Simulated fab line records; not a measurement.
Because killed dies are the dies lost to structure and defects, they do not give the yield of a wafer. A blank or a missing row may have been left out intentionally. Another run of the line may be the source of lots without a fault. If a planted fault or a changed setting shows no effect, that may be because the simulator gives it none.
Chamber matching -- flow n5 finfet -- N5_FIN_SAQP_SPACER2_ALD_28 on ald sin-02 has 4 sister chambers
The step deposits SiO2, target thk 8.1 nm, pulse time 1 s, purge time 2 s. 8 wafers are shown with their chamber, then 7 later ones without.

== WAFERS, EACH WITH ITS CHAMBER ==
wafer,chamber,heater power w (W),precursor pulse height rel
L079.6,0,421,0.970
L081.3,1,515,0.976
L081.4,0,437,0.999
L083.1,2,354,0.983
L083.5,2,373,0.999
L083.6,3,435,0.991
L085.3,1,549,0.982
L085.4,3,429,0.990

== WAFERS WHOSE CHAMBER IS MISSING ==
wafer,heater power w (W),precursor pulse height rel
L085.6,423,1.004
L089.2,434,1.026
L089.4,365,1.004
L089.5,366,0.991
L090.2,435,0.965
L090.4,528,1.006
L090.5,434,1.024

== WHICH CHAMBER EACH ONE RAN IN ==
wafer,from the rows above,in truth
L085.6,can't be placed: 3 or 0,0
L089.2,can't be placed: 3 or 0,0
L089.4,2,2
L089.5,2,2
L090.2,can't be placed: 0 or 3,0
L090.4,1,1
L090.5,can't be placed: 3 or 0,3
Correct placement for 3 of the 7. Can't be placed from these rows: 4 (the true chamber is among the candidates in 4). Placed wrongly: 0.
How it was worked out, from the rows above alone: a wafer's distance from a chamber is the root of the sum, over the readings, of the square of ((its reading less the chamber's mean) divided by the reading's scatter). If the next closest chamber is less than 2 further off than the closest, the wafer can't be placed; otherwise it belongs to the closest. The mean given for a chamber averages the wafers shown for that chamber. The scatter: take each reading less its chamber's mean, square it, sum over the shown wafers, divide by the number of wafers less the number of chambers, and take the root.
